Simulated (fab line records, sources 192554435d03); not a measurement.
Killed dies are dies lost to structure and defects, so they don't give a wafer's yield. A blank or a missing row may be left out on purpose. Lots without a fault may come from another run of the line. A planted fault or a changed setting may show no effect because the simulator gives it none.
Problem report in the 8D (eight disciplines) form, filled by code | flow n5_finfet | the parts of the form that need people (team, actions taken, sign-off) are left out

1. THE PROBLEM
run_length_s at N5_BEOL_M4_ETCH_70 reads a mean of 147.1 s on 2 wafers of 2 lots; wafers without a fault read 153.2 s with a standard deviation of 0.33. That is -18 standard deviations from the usual mean.
The step: etches SOC in N2/H2, target depth 80 nm, overetch 24 nm, time 130 s.
First seen on wafer L802.1, day 11 07:02, on rie_diel-06. The record holds 26 wafers of 9 lots with a number at this step. Rule for "out", or "out of limits": more than 4 standard deviations from the usual mean. The other wafers with a number count as sound.

2. WHAT IT IS AND WHAT IT IS NOT
question                    | is                | is not
which readings at this step | run_length_s      | drypump_motor_current_A, oes_product_au, rf_vpp_V, showerhead_plenum_p_Torr, throttle_valve_pct
which lots                  | L802, L804        | L789, L790, L791, L797, L798, L808, L810
which wafers of those lots  | L802.1, L804.3    | L802.4, L802.6, L804.4
read on which tools         | rie_diel-06       | rie_diel-02, rie_diel-05
when                        | from day 11 07:02 | up to then (17 sound wafers); but 7 sound wafers of L804, L808, L810 came after

3. SUSPECTS, AND WHAT RULES EACH OUT
Counting: a tool at a process step up to the reading stays a suspect if it ran every lot that is out. Sound lots after the first of them don't rule it out here, since some wafers of a struck lot are sound.
- rie_diel-06 at N5_BEOL_M4_DESCUM_33 (chemistry O2, time 7 s): kept. It ran every lot that is out, first L802 (day 11 05:47); its last sound lot up to then is L790 (day 8 07:37).
- rie_diel-06 at N5_BEOL_M4_ETCH_77 (etches underlayer in N2/H2, target depth 6.5 nm, time 5.2 s): kept. It ran every lot that is out, first L802 (day 11 05:49); its last sound lot up to then is L790 (day 8 07:38).
- rie_diel-06 at N5_BEOL_M4_ETCH_70 (etches SOC in N2/H2, target depth 80 nm, overetch 24 nm, time 130 s): kept. It ran every lot that is out, first L802 (day 11 07:02); its last sound lot up to then is L798 (day 10 23:38). Its own readings are out on those wafers: run_length_s.
- Within rie_diel-06 at N5_BEOL_M4_ETCH_70: the wafers that are out ran in chambers 2, 3; their sound lot-mates ran in chambers 0, 1.
Left after counting: rie_diel-06 at N5_BEOL_M4_DESCUM_33, rie_diel-06 at N5_BEOL_M4_ETCH_77, rie_diel-06 at N5_BEOL_M4_ETCH_70.

4. THE CAUSE (what the simulator had put in)
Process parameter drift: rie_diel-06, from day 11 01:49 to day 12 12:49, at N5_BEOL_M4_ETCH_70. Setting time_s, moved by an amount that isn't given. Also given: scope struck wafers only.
Counting left 3 suspects, and this tool is among them.

5. THE CHAIN OF EFFECTS, in route order
Each row: a reading whose mean over the struck wafers that have a number lies more than 3 standard deviations from the usual. Only readings for which the record gives a usual standard deviation are gone through. hours: the time from each lot's start at the first step in this table that gives one to its start at this step, as a median over the lots. sigmas: the change in usual standard deviations.
hours | step               | reading      | usual   | on struck wafers | change | sigmas
0     | N5_BEOL_M4_ETCH_70 | run_length_s | 153.2 s | 147.1            | -6.1   | -18
The process steps in it:
- N5_BEOL_M4_ETCH_70: etches SOC in N2/H2, target depth 80 nm, overetch 24 nm, time 130 s.
Later measuring or inspecting steps at which every struck wafer that the step has a row for has a number for every such reading, and none has moved that far: N5_BEOL_M4_OCD_MEAS_38, N5_BEOL_M4_RC_MEAS_101.

6. WHAT WOULD HAVE CAUGHT IT SOONER
In this record the first reading out of limits was taken at day 11 07:02, 5 hours after the fault began at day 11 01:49.
